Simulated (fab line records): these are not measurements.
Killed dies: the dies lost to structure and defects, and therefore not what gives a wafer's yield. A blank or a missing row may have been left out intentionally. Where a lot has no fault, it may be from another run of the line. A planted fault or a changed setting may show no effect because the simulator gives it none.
Struck lot and sound lot, side by side + flow n5 finfet + 26 out of 1938 route steps
Sound: these wafers, L540.1, L540.3, L540.6. Wafers L547.2, L547.5, L547.6 were the ones struck. Last of all comes the cause.
For every step that has rows: the tool of each side, followed by ch and its chambers, followed by its first start. Under that, the readings that differ: sound wafers + struck wafers + difference of the means + sigmas: that difference in standard deviations of wafers without a fault.
alike: same words and numbers on both sides, and readings whose means sit less than 2 such deviations apart. not compared: any withheld reading, any reading some wafer has no value for, any bound like >300 that may hide the same value, and any number with overlapping values for which the record gives no deviation.
A row with sigmas, a row that says differs or no value, or rows on one side alone: a step with any of these is where the two part. Numbers that have no deviation but don't overlap get no sigmas and don't part them. A reading that every wafer of one side lacks parts them only if that side has two wafers or more.

first, 10 steps without rows for these wafers: N5_BEOL_M3_DESCUM_16 (chemistry O2, time 7 s); N5_BEOL_M3_ETCH_74 (etches underlayer in N2/H2, target depth 6.5 nm, time 5.2 s); N5_BEOL_M3_ETCH_63 (etches SiARC in CF4, target depth 15.6 nm, time 26 s); N5_BEOL_M3_ETCH_64 (etches SOC in N2/H2, target depth 75 nm, overetch 15 nm, time 112.5 s); N5_BEOL_M3_STRIP_65 (strips in N2/H2); N5_BEOL_M3_STRIP_75 (strips in N2/H2); N5_BEOL_M3_STRIP_66 (strips in CF4); N5_BEOL_M3_HM_OPEN_17 (chemistry Cl2/BCl3, target TiN, target depth 20 nm, overetch 6 nm); N5_BEOL_M3_STRIP_19 (strips in O2); N5_BEOL_M3_COAT_67 (time 60 s, resist thk 60 nm).
N5_BEOL_M3_COAT_68: time 60 s, resist thk 12 nm.
  sound on litho track-02 ch 0, day 10 04:46; struck on litho track-05 ch 0, day 11 17:52
| reading                                    | sound                | struck               | difference | sigmas |
|--------------------------------------------|----------------------|----------------------|------------|--------|
| spin speed rpm (rpm)                       | 1499.2 1501.5 1499.7 | 1427.1 1425.4 1426.5 | -73.8      | -67    |
| model.SiARC_of_BEOL_M3_COAT_68.thk nm (nm) | 12 12 12             | 12.2 12.2 12.4       | +0.3       |        |
  alike: chill plate temp C
then, 9 steps without rows for these wafers: N5_BEOL_M3_COAT_76 (time 60 s, resist thk 5 nm); N5_BEOL_M3_COAT_22 (resist thk 30 nm); N5_BEOL_M3_EBR_24; N5_BEOL_M3_SOFTBAKE_23 (time 60 s); N5_BEOL_M3_EXPOSE_25 (exposes mask V2, defocus 5 nm); N5_BEOL_M3_PEB_26 (peb time 60 s); N5_BEOL_M3_DEVELOP_27 (develop time 30 s); N5_BEOL_M3_DESCUM_33 (chemistry O2, time 7 s); N5_BEOL_M3_ETCH_77 (etches underlayer in N2/H2, target depth 6.5 nm, time 5.2 s).
N5_BEOL_M3_ETCH_69: etches SiARC in CF4, target depth 15.6 nm, time 26 s.
  sound on rie diel-01 ch 1,2,3, day 10 05:14; struck on rie diel-03 ch 0,2,3, day 11 18:26
| reading                  | sound             | struck            | difference | sigmas |
|--------------------------|-------------------|-------------------|------------|--------|
| model.etch.depth nm (nm) | 11.92 11.97 11.97 | 12.27 12.27 12.31 | +0.33      |        |
  alike: drypump motor current A, etch rf on time s, oes product au, rf fwd power W, rf vpp V, showerhead plenum p Torr, throttle valve pct
  not compared: rf hours counter h
then, 2 steps without rows for these wafers: N5_BEOL_M3_ALD_98 (deposits SiO2, target thk 2.5 nm, pulse time 1 s, co reactant pulse time 1 s); N5_BEOL_M3_ETCHBACK_99 (etches SiO2 in CHF3, target depth 5 nm, time 10.4 s).
N5_BEOL_M3_ETCH_70: etches SOC in N2/H2, target depth 80 nm, overetch 16 nm, time 120 s.
  sound on rie diel-03 ch 1,2,3, day 10 07:08; struck on rie diel-04 ch 0,1, day 11 19:58
  alike: drypump motor current A, oes product au, rf fwd power W, rf vpp V, showerhead plenum p Torr, temp c, throttle valve pct
  not compared: rf hours counter h, model.SiARC_of_BEOL_M3_COAT_68.thk nm
then, 1 step without rows for these wafers: N5_BEOL_M3_STRIP_71 (strips in N2/H2).
N5_BEOL_M4_RC_MEAS_101:
  sound on prober-01 ch 0, day 10 20:20; struck on prober-02 ch 0, day 12 13:11
  alike: DIBL_N, DIBL_P, IOFF_N, IOFF_P, ION_N, ION_P, SS_N, SS_P, VT_N, VT_P

== WHERE THEY PART ==
Only at N5_BEOL_M3_COAT_68, as far as this record shows. Later steps at which nothing parts them and some readings are alike: N5_BEOL_M3_ETCH_69, N5_BEOL_M3_ETCH_70, N5_BEOL_M4_RC_MEAS_101.

WHY: what the simulator had put in
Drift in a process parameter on litho track-05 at N5_BEOL_M3_COAT_68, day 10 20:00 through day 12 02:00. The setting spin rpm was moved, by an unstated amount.
